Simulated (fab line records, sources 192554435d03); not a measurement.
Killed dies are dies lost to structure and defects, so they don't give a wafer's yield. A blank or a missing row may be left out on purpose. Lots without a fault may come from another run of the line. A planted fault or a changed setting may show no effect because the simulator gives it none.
A struck lot beside a sound one | flow n5_finfet | 34 steps out of a route of 1938
Sound: wafers L513.1, L513.3, L513.5. Struck: wafer L526.1. (L526.2 of the same lot was not struck and is left out.) The cause comes at the end.
At each step with rows: each side's tool, then ch and its chambers, then its first start. Under that, the readings that differ: sound wafers | struck wafers | difference of the means | sigmas: that difference in standard deviations of wafers without a fault.
alike: readings whose means differ by less than 2 such deviations, and words and numbers that are the same on both sides. not compared: withheld readings, readings that some wafer has no value for, bounds like >300 that may hide the same value, and numbers for which the record gives no deviation and whose values overlap.
The two part at a step that has a row with sigmas, a row that says differs or no value, or rows on one side only. Numbers that don't overlap but have no deviation are shown without sigmas and don't part them. A reading that every wafer of one side lacks parts them only if that side has two wafers or more.

first, 9 steps without rows for these wafers: N5_SD_EPI_P_DEVELOP_08 (develop time 30 s); N5_SD_EPI_P_DESCUM_14 (chemistry O2, time 7.9 s); N5_SD_EPI_P_ETCH_36 (etches SiARC in CF4, target depth 45.5 nm, time 75.8 s); N5_SD_EPI_P_ETCH_37 (etches SOC in N2/H2, overetch 108 nm, time 486 s); N5_SD_EPI_P_STRIP_38 (strips in N2/H2); N5_SD_EPI_P_ETCHBACK_46 (etches SiNx in CH3F/O2, stops on SiO2, target depth 17.5 nm); N5_SD_EPI_P_ETCH_47 (etches SiOCN in CH3F/O2, target depth 25 nm); N5_SD_EPI_P_ETCH_16 (etches SiO2 in CHF3/O2, target depth 5 nm); N5_SD_EPI_P_STRIP_50 (strips in CHF3/O2).
N5_SD_EPI_P_SD_RECESS_17: chemistry HBr/Cl2/O2, target depth 39.1 nm, bt time 3 s.
  sound on rie_si-05 ch 1,3, day 4 14:20; struck on rie_si-06 ch 1, day 7 16:35
  reading                              | sound             | struck | difference | sigmas
  throttle_valve_pct (%)               | 36.8 37.4 37.4    | 36.4   | -0.8       | -2
  model.SD_EPI_P.feature_depth_nm (nm) | 39.2 38.6 39      | 25.6   | -13.3      |
  model.etch.depth_nm (nm)             | 39.29 38.62 38.93 | 25.57  | -13.38     |
  alike: drypump_motor_current_A, oes_product_au
  not compared: rf_hours_counter_h
then, 22 steps without rows for these wafers: N5_SD_EPI_P_WET_ETCH_45 (etches SiO2 in dHF, time 10.7 s, target depth 2 nm, rinse time 30 s); N5_SD_EPI_P_STRIP_40 (strips in N2/H2); N5_SD_EPI_P_PRECLEAN_52 (cleans in O3/DIW, time 60 s); N5_SD_EPI_P_SRD_20 (time 30 s); N5_SD_EPI_P_PRECLEAN_51 (cleans in NF3:NH3, afs cycles 1, time 20 s, sublimation time 60 s); N5_SD_EPI_P_VAPOR_ETCH_44 (etches SiGe30 in NF3/Ar, time 3.3 s); N5_SD_EPI_P_EPI_21 (deposits SiGe:B, time 355 s); N5_SD_EPI_P_HM_STRIP_48 (strips SiNx in H3PO4, material SiNx, target depth 3 nm); N5_SD_EPI_P_SRD_49 (time 30 s); N5_SD_EPI_P_PRECLEAN_24 (cleans in O3/DIW, time 45 s); N5_SD_EPI_P_PRECLEAN_32 (cleans in dHF, time 10 s); N5_SD_EPI_P_PRECLEAN_33 (cleans in SC2, time 45 s); N5_SD_EPI_P_SRD_25 (time 30 s); N5_SD_ACTIVATION_RTA_00 (time 0 s); N5_SD_ACTIVATION_LSA_01 (time 0.0008 s); N5_ILD0_LINER_00 (material SiNx, target thk 4 nm, pulse time 1 s, purge time 2 s); N5_ILD0_FCVD_FILL_01 (material SiO2 flowable, target thk 200 nm, time 328.3 s); N5_ILD0_CURE_02 (time 1800 s); N5_ILD0_CMP_03 (polishes, stops on SiNx, t overpolish 1.9 s, target thk 197.38 nm); N5_ILD0_CMP_07 (polishes SiO2 flowable, stops on poly-Si, t overpolish 1.18 s, target thk 138.88 nm); N5_ILD0_PRECLEAN_10 (cleans in NF3:NH3, afs cycles 5, time 20 s, sublimation time 60 s); N5_ILD0_ALD_15 (deposits SiNx, target thk 24 nm, pulse time 1 s, ald cycles 480).
-- the record jumps here: 5 days lie between the struck wafers' starts before and after (it left off in module ILD0 and takes up again in module BEOL_M4, whose first step shown is number 1111 of the route) --
N5_BEOL_M4_RC_MEAS_101:
  sound on prober-02 ch 0, day 9 10:13; struck on prober-02 ch 0, day 12 07:26
  reading         | sound          | struck | difference | sigmas
  CJ_P            | 5.87 5.99 5.93 | 2.50   | -3.43      | -19
  DIBL_N (mV/V)   | 35.4 37.5 35.8 | 32.3   | -3.9       | -3
  IOFF_P (nA/um)  | 0.20 0.24 0.21 | 0.11   | -0.11      | -3
  ION_P (uA/um)   | 460 463 463    | 379    | -83        | -11
  REXT_P (ohm.um) | 97.7 98.7 98.8 | 112.5  | +14.1      | +6
  SS_P (mV/dec)   | 72.9 73.0 73.2 | 70.9   | -2.1       | -4
  VT_P (mV)       | -247 -245 -247 | -262   | -16        | -5
  VT_P_LVT (mV)   | -99 -97 -98    | -111   | -13        | -4
  alike: DIBL_P, IOFF_N, ION_N, SS_N, VT_N
-- the record jumps here: 4 days lie between the struck wafers' starts before and after (it left off in module BEOL_M4 and takes up again in module PASSIVATION, whose first step shown is number 1936 of the route) --
N5_PASSIVATION_PROBE_49:
  the record has rows for the struck wafers here (prober-02, day 16 16:29) and none for the sound ones

WHERE THEY PART
First at N5_SD_EPI_P_SD_RECESS_17; last, within this record, at N5_PASSIVATION_PROBE_49.

WHY: what the simulator had put in
Process parameter drift: rie_si-06, from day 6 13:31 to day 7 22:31, at N5_SD_EPI_P_SD_RECESS_17. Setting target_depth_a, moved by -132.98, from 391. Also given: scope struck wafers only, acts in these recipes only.
